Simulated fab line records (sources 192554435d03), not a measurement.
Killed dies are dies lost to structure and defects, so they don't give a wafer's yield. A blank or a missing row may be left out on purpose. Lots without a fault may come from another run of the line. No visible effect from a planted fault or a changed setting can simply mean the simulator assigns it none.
Split-lot experiment    flow n5_finfet    39 wafers read across 7 lots, on a route 1938 steps long

ON THE SPLIT
At N5_FIN_SAQP_ALD_61 (deposits SiO2, target thk 4 nm, pulse time 1 s, purge time 2 s), the setting ald_cycles was moved away from the recipe's 43 on 12 of the 39 wafers read, by -11.6% to +14.0%. All remaining wafers had this setting at the recipe value.

The split's own step is where the reading is taken.

THE READING
SiO2_of_FIN_SAQP_ALD_61.thk_nm (the simulator's own value, which no gauge read), in nm, at N5_FIN_SAQP_ALD_61 (deposits SiO2, target thk 4 nm, pulse time 1 s, purge time 2 s). The file gives no usual value for it. Across the 27 wafers here that went through the recipe, the average is 3.991 nm and the standard deviation 0.011 nm.

wafer   tool, chamber at the split  ald_cycles as run  against the recipe  SiO2_of_FIN_SAQP_ALD_61.thk_nm, nm  against lot-mates on the recipe
L075.1  ald_sin-02, 3,1             43                 recipe              3.989                               -
L075.5  ald_sin-02, 3,1             43                 recipe              3.989                               -
L075.4  ald_sin-02, 2               43                 recipe              3.987                               -
L076.1  ald_sin-04, 1               43                 recipe              3.999                               -
L076.2  ald_sin-04, 0               47                 +9.3%               4.361                               +0.366
L076.3  ald_sin-04, 2               47                 +9.3%               4.364                               +0.369
L076.4  ald_sin-04, 3               47                 +9.3%               4.384                               +0.389
L076.5  ald_sin-04, 2               43                 recipe              3.994                               -
L076.6  ald_sin-04, 3               43                 recipe              3.992                               -
L077.1  ald_sin-03, 1               38                 -11.6%              3.537                               -0.462
L077.2  ald_sin-03, 2               38                 -11.6%              3.529                               -0.470
L077.3  ald_sin-03, 3               38                 -11.6%              3.516                               -0.483
L077.4  ald_sin-03, 0               43                 recipe              4.002                               -
L077.5  ald_sin-03, 3               43                 recipe              3.994                               -
L077.6  ald_sin-03, 2               43                 recipe              4.001                               -
L078.1  ald_sin-02, 3               43                 recipe              3.964                               -
L078.2  ald_sin-02, 2               43                 recipe              3.957                               -
L078.3  ald_sin-02, 1               49                 +14.0%              4.562                               +0.598
L078.4  ald_sin-02, 0               49                 +14.0%              4.566                               +0.602
L078.5  ald_sin-02, 1               43                 recipe              3.972                               -
L078.6  ald_sin-02, 2               49                 +14.0%              4.553                               +0.589
L084.1  ald_sin-04, 2               43                 recipe              3.999                               -
L084.2  ald_sin-04, 3               43                 recipe              4.007                               -
L084.3  ald_sin-04, 1               43                 recipe              3.985                               -
L084.4  ald_sin-04, 0,2             43                 recipe              3.994                               -
L084.6  ald_sin-04, 0,2             43                 recipe              3.994                               -
L084.5  ald_sin-04, 1               43                 recipe              3.996                               -
L085.1  ald_sin-02, 0               45                 +4.7%               4.182                               +0.186
L085.2  ald_sin-02, 2               43                 recipe              3.998                               -
L085.6  ald_sin-02, 2               43                 recipe              3.998                               -
L085.3  ald_sin-02, 1               45                 +4.7%               4.167                               +0.171
L085.4  ald_sin-02, 1               45                 +4.7%               4.207                               +0.211
L085.5  ald_sin-02, 0               43                 recipe              3.991                               -
L089.1  ald_sin-02, 1               43                 recipe              3.982                               -
L089.2  ald_sin-02, 0               43                 recipe              3.999                               -
L089.3  ald_sin-02, 3               43                 recipe              3.991                               -
L089.4  ald_sin-02, 2               43                 recipe              3.993                               -
L089.5  ald_sin-02, 0               43                 recipe              4.001                               -
L089.6  ald_sin-02, 1               43                 recipe              3.984                               -
When a row names more than one chamber, that row covers several wafers, and the file does not tell which wafer ran in which chamber.

FIT RESULTS
A straight line over all 39 wafers: SiO2_of_FIN_SAQP_ALD_61.thk_nm changes by +0.0405 nm for each +1% of ald_cycles; r = +1.00; the points scatter about the line by 0.012 nm.
The same after taking each lot's own level away (the mean of its wafers on the recipe; 39 wafers): +0.0414 nm for each +1%; r = +1.00; scatter 0.01 nm.
On that fit, the largest move of ald_cycles shifts the reading by 0.58 nm.
The lots' own levels span 3.9643 to 3.9990 nm, that is 3.1 times the standard deviation above.
Hence the lot-to-lot level has little effect on the slope; both slopes agree.
Check: with one of the wafers moved furthest among these (+14.0%) left out of the fit, the line predicts +0.576 nm for it against its lot-mates. Against them it came out at +0.598 nm.

ADDITIONAL SPLITS CARRIED BY THESE WAFERS
Other splits were also applied to these wafers ahead of the reading. Each is held against what the fit with the lots' levels taken away leaves over:
other split on the same wafers     wafers away from the commonest value  r with SiO2_of_FIN_SAQP_ALD_61.thk_nm (lot level and that fit taken away)
N5_WELL_APT_IMPLANT_15 energy_kev  15                                    -0.08

THE FILE'S OWN FIT
SiO2_of_FIN_SAQP_ALD_61.thk_nm changes by +0.0415 nm for each +1% of ald_cycles, r = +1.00.
